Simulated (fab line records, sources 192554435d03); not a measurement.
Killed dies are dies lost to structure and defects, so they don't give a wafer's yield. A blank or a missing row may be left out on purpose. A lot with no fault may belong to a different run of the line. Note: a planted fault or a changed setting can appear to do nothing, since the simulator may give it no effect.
Struck lot and sound lot, side by side + flow n5Finfet + 19 steps out of a route of 1938
Sound: wafers L559.2, L559.3, L559.5. Wafers struck: L552.3, L552.5, L552.6. The cause comes at the end.
For every step that has rows: the tool of each side, followed by ch and its chambers, followed by its first start. Under that, the readings that differ: sound wafers + struck wafers + difference of the means + sigmas: that difference in standard deviations of wafers without a fault.
alike: a reading whose means differ by less than 2 such deviations, as well as words and numbers matching on both sides. not compared: withheld readings; readings where some wafer has no value; bounds like >300 that might hide an equal value; numbers whose values overlap and for which the record gives no deviation.
The two part at a step that has a row with sigmas, a row that says differs or no value, or rows on one side only. Numbers that have no deviation but don't overlap get no sigmas and don't part them. A reading that every wafer of one side lacks parts them only if that side has two wafers or more.

first, 8 steps without rows for these wafers: N5_BEOL_M9_CMP_52 (polishes, stops on SiCOH lowk, t overpolish 7 s, target thk 140 nm); N5_BEOL_M9_PRE_CLEAN_55 (time 15 s); N5_BEOL_M9_DEP_56 (deposits SiCN from 3MS/NH3, target thk 15 nm, time 26.5 s); N5_BEOL_M10_ILD_DEP_00 (deposits SiCOH lowk from DEMS/porogen, target thk 308.51 nm, time 58 s); N5_BEOL_M10_CURE_71 (cures SiCOH lowk, time 240 s); N5_BEOL_M10_PECVD_70 (deposits SiO2 from TEOS/O2, target thk 20 nm, time 22.7 s); N5_BEOL_M10_HM_DEP_02 (deposits TiN, target thk 20 nm); N5_BEOL_M10_COAT_59 (time 60 s, resist thk 100 nm).
N5_BEOL_M10_COAT_60: time 60 s, resist thk 30 nm.
  sound on lithoTrack-01 ch 0, day 17 01:52; struck on lithoTrack-02 ch 0, day 14 02:44
| reading                                    | sound                | struck               | difference | sigmas      |
|--------------------------------------------|----------------------|----------------------|------------|-------------|
| spinSpeedRpm (rpm)                         | 1499.0 1498.6 1499.2 | 1197.7 1195.4 1196.0 | -302.6     | -99 or more |
| model.SiARC_of_BEOL_M10_COAT_60.thkNm (nm) | 29.8 29.8 30         | 33.6 33.6 33.6       | +3.7       |             |
then, 7 steps without rows for these wafers: N5_BEOL_M10_COAT_05 (resist thk 90 nm); N5_BEOL_M10_EBR_07; N5_BEOL_M10_SOFTBAKE_06 (time 60 s); N5_BEOL_M10_EXPOSE_08 (exposes mask M10); N5_BEOL_M10_PEB_09 (peb time 60 s); N5_BEOL_M10_DEVELOP_10 (develop time 30 s); N5_BEOL_M10_DESCUM_16 (chemistry O2, time 7.9 s).
N5_BEOL_M10_ETCH_61: etches SiARC in CF4, target depth 39 nm, time 65 s.
  sound on rieDiel-06 ch 1,3, day 17 02:43; struck on rieDiel-01 ch 2,3, day 14 03:07
| reading                                      | sound             | struck           | difference | sigmas |
|----------------------------------------------|-------------------|------------------|------------|--------|
| etchRfOnTimeS (s)                            | 64.0 64.4 65.0    | 73.3 72.8 73.9   | +8.9       | +11    |
| model.etch.depthNm (nm)                      | 29.85 29.77 29.91 | 33.57 33.64 33.6 | +3.76      |        |
| model.CAR-ArF_of_BEOL_M10_COAT_05.thkNm (nm) | 55 55.6 55.4      | 52.4 52.4 52.6   | -2.9       |        |
  alike: drypumpMotorCurrentA, oesProductAu, rfVppV, showerheadPlenumPTorr, throttleValvePct
  not compared: rfHoursCounterH
N5_BEOL_M10_ETCH_62: etches SOC in N2/H2, target depth 110 nm, overetch 22 nm, time 165 s.
  sound on rieDiel-06 ch 1,3, day 17 02:46; struck on rieDiel-01 ch 2,3, day 14 03:10
| reading                                    | sound          | struck     | difference | sigmas |
|--------------------------------------------|----------------|------------|------------|--------|
| model.SiARC_of_BEOL_M10_COAT_60.thkNm (nm) | 23.4 23.2 23.4 | 27 27.2 27 | +4         |        |
  alike: drypumpMotorCurrentA, oesProductAu, rfVppV, showerheadPlenumPTorr, throttleValvePct
  not compared: rfHoursCounterH
then, 1 step without rows for these wafers: N5_BEOL_M10_STRIP_68 (strips in N2/H2).

WHERE THEY PART
Last at N5_BEOL_M10_ETCH_61 as far as this record goes, first at N5_BEOL_M10_COAT_60. Later steps at which nothing parts them and some readings are alike: N5_BEOL_M10_ETCH_62.

WHY: what the simulator had put in
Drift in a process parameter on lithoTrack-02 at N5_BEOL_M10_COAT_60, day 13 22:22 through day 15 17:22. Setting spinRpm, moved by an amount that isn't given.
